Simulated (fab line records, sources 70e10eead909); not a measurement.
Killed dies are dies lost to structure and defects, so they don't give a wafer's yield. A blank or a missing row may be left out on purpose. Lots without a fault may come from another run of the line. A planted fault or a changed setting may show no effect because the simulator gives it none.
A struck lot beside a sound one | flow nand_harc | 26 steps out of a route of 1302
Sound: wafers L422.1, L422.2, L422.4. Struck: wafers L423.1, L423.2, L423.4. The cause comes at the end.
At each step with rows: each side's tool, then ch and its chambers, then its first start. Under that, the readings that differ: sound wafers | struck wafers | difference of the means | sigmas: that difference in standard deviations of wafers without a fault.
alike: readings whose means differ by less than 2 such deviations, and words and numbers that are the same on both sides. not compared: withheld readings, readings that some wafer has no value for, bounds like >300 that may hide the same value, and numbers for which the record gives no deviation and whose values overlap.
The two part at a step that has a row with sigmas, a row that says differs or no value, or rows on one side only. Numbers that don't overlap but have no deviation are shown without sigmas and don't part them. A reading that every wafer of one side lacks parts them only if that side has two wafers or more.

NHARC_P_CONTACT_CD_MEAS_19:
  sound on cd_sem-01, day 6 09:03; struck on cd_sem-03, day 6 18:27
  alike: cd_nm
NHARC_P_CONTACT_STRIP_28: strips in O2.
  sound on rie_diel-09 ch 0,2,3, day 6 09:08; struck on rie_diel-10 ch 1,2,3, day 6 18:32
  reading                | sound       | struck      | difference | sigmas
  rf_hours_counter_h (h) | 9.1 9.1 8.4 | 0.9 1.4 1.5 | -7.6       |
  alike: drypump_motor_current_A, oes_product_au, rf_vpp_V, showerhead_plenum_p_Torr, throttle_valve_pct
then, 4 steps without rows for these wafers: NHARC_P_CONTACT_STRIP_29 (strips in post etch residue remover, time 1200 s); NHARC_P_CONTACT_DEGAS_38 (time 60 s); NHARC_P_CONTACT_PRE_CLEAN_39 (time 19.5 s); NHARC_P_CONTACT_PVD_32 (deposits Ti, target thk 5 nm, time 17.7 s).
NHARC_P_CONTACT_ALD_22: deposits TiN, target thk 3 nm, pulse time 1 s, ald cycles 150.
  sound on ald_metal-02 ch 0,2,3, day 6 10:00; struck on ald_metal-03 ch 1,2,3, day 6 19:25
  alike: heater_power_w, precursor_pulse_height_rel
NHARC_P_CONTACT_CVD_23: deposits W, target thk 200 nm, time 557 s.
  sound on cvd_w-01 ch 0,1; struck on cvd_w-02 ch 0,1
  alike: heater_power_w, throttle_valve_pct
NHARC_P_CONTACT_CMP_24: polishes, t overpolish 30 s, target thk 200 nm.
  sound on cmp-04 ch 0,2,3, day 6 10:55; struck on cmp-04 ch 1,2,3, day 6 20:16
  alike: motor_current_A, overpolish_run_s, time_to_endpoint_s
then, 1 step without rows for these wafers: NHARC_P_CONTACT_SRD_26.
NHARC_P_CONTACT_INSPECT_27:
  sound on defect_inspect-01, day 6 11:17; struck on defect_inspect-01, day 6 20:40
  alike: raw_defect_count
NHARC_P_M0_DEP_00: deposits SiOC, target thk 150 nm.
  sound on pecvd-04 ch 0,1, day 6 11:21; struck on pecvd-04 ch 0,1,2, day 6 20:47
then, 9 steps without rows for these wafers: NHARC_P_M0_DEHYDRATE_01 (time 120 s); NHARC_P_M0_HMDS_02 (time 30 s); NHARC_P_M0_COAT_33 (time 65 s); NHARC_P_M0_COAT_03 (resist thk 90 nm); NHARC_P_M0_SOFTBAKE_04 (time 55 s); NHARC_P_M0_EBR_05; NHARC_P_M0_EXPOSE_06 (exposes mask P M0, target cd 90 nm); NHARC_P_M0_PEB_07 (peb time 65 s); NHARC_P_M0_DEVELOP_08 (develop time 35 s).
NHARC_P_M0_CD_MEAS_09: target cd 90 nm.
  sound on cd_sem-02 ch 0, day 6 12:11; struck on cd_sem-02 ch 0, day 6 21:37
  alike: cd_nm
NHARC_P_M0_OVL_MEAS_10: pitch 180 nm.
  sound on overlay-02, day 6 12:17; struck on overlay-02, day 6 21:43
  alike: overlay_x_nm, overlay_y_nm
NHARC_P_M0_INSPECT_11:
  sound on defect_inspect-02, day 6 12:19; struck on defect_inspect-01, day 6 21:45
  reading          | sound | struck      | difference | sigmas
  raw_defect_count | 4 5 2 | 305 324 317 | +312       | +99 or more
NHARC_P_M0_DESCUM_14: chemistry O2, time 3 s.
  sound on rie_diel-11 ch 1,2,3, day 6 12:23; struck on rie_diel-07 ch 1,2,3, day 6 21:49
  reading                | sound    | struck | difference | sigmas
  rf_hours_counter_h (h) | 16 15 16 | 1 1 2  | -14        |
  alike: drypump_motor_current_A, oes_product_au, rf_vpp_V, showerhead_plenum_p_Torr, throttle_valve_pct
-- the record jumps here: 19 days lie between the struck wafers' starts before and after (it left off in module P_M0 and takes up again in module END, whose first step shown is number 1302 of the route) --
NHARC_END_SORT_01:
  sound on prober-02 ch 0, day 24 17:14; struck on prober-01 ch 0, day 25 12:40
  reading                  | sound          | struck         | difference | sigmas
  defect_limited_yield (%) | 88.6 87.1 90.1 | 80.8 76.5 78.1 | -10.1      | -4
  killed_at_periphery      | 3 5 0          | 67 77 74       | +70        | +24
  killed_dies              | 77 87 67       | 130 159 148    | +69        | +4
  alike: killed_at_array, killed_at_other, killed_open, killed_short

WHERE THEY PART
First at NHARC_P_M0_INSPECT_11; last, within this record, at NHARC_END_SORT_01.

WHY: what the simulator had put in
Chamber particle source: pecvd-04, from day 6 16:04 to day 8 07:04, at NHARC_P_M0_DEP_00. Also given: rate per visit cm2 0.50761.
